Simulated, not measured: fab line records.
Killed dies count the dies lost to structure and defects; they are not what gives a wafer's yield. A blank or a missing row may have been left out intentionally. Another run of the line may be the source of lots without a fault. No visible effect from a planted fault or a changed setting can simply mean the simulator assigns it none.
Chamber matching + flow n5 finfet + N5_BEOL_M3_ETCHBACK_99 on rie diel-01: 4 sister chambers
The step etches SiO2 in CHF3, target depth 5 nm, time 10.4 s. 8 wafers are shown with their chamber, then 12 later ones without.

WAFERS PAIRED WITH THEIR CHAMBERS
| wafer  | chamber | drypump motor current A (A) | throttle valve pct (%) |
|--------|---------|-----------------------------|------------------------|
| L077.1 | 2       | 5.7                         | 17.50                  |
| L081.5 | 2       | 5.7                         | 17.50                  |
| L084.4 | 3       | 6.6                         | 17.36                  |
| L086.3 | 0       | 5.6                         | 16.78                  |
| L086.5 | 3       | 6.6                         | 17.37                  |
| L089.1 | 1       | 6.6                         | 16.89                  |
| L089.5 | 1       | 6.6                         | 16.90                  |
| L089.6 | 0       | 5.5                         | 16.80                  |

WAFERS WITHOUT THEIR CHAMBER
| wafer  | drypump motor current A (A) | throttle valve pct (%) |
|--------|-----------------------------|------------------------|
| L090.3 | 6.7                         | 17.38                  |
| L090.4 | 6.6                         | 16.91                  |
| L090.6 | 6.6                         | 17.40                  |
| L091.1 | 6.6                         | 17.38                  |
| L091.5 | 6.6                         | 17.41                  |
| L091.6 | 5.6                         | 16.80                  |
| L094.2 | 5.7                         | 17.06                  |
| L094.4 | 5.5                         | 16.84                  |
| L094.5 | 6.6                         | 17.40                  |
| L097.1 | 6.6                         | 16.52                  |
| L097.5 | 6.6                         | 16.52                  |
| L097.6 | 5.7                         | 17.05                  |

THE CHAMBER EACH PASSED THROUGH
| wafer  | from the rows above     | in truth |
|--------|-------------------------|----------|
| L090.3 | 3                       | 3        |
| L090.4 | 1                       | 1        |
| L090.6 | 3                       | 3        |
| L091.1 | 3                       | 3        |
| L091.5 | 3                       | 3        |
| L091.6 | 0                       | 0        |
| L094.2 | can't be placed: 0 or 1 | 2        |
| L094.4 | 0                       | 0        |
| L094.5 | 3                       | 3        |
| L097.1 | can't be placed: 0 or 1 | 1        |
| L097.5 | can't be placed: 0 or 1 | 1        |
| L097.6 | can't be placed: 0 or 1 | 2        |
Correct placement for 8 of the 12. From these rows, 4 cannot be placed; in 2 the true chamber is one of the candidates. Number placed wrongly: 0.
How it was worked out, from the rows above alone: a wafer's distance from a chamber is the root of the sum, over the readings, of the square of ((its reading less the chamber's mean) divided by the reading's scatter). The wafer belongs to the nearest chamber; if the next one is less than 2 further off, it can't be placed. A chamber's mean is the mean of its shown wafers. The scatter: take each reading less its chamber's mean, square it, sum over the shown wafers, divide by the number of wafers less the number of chambers, and take the root.
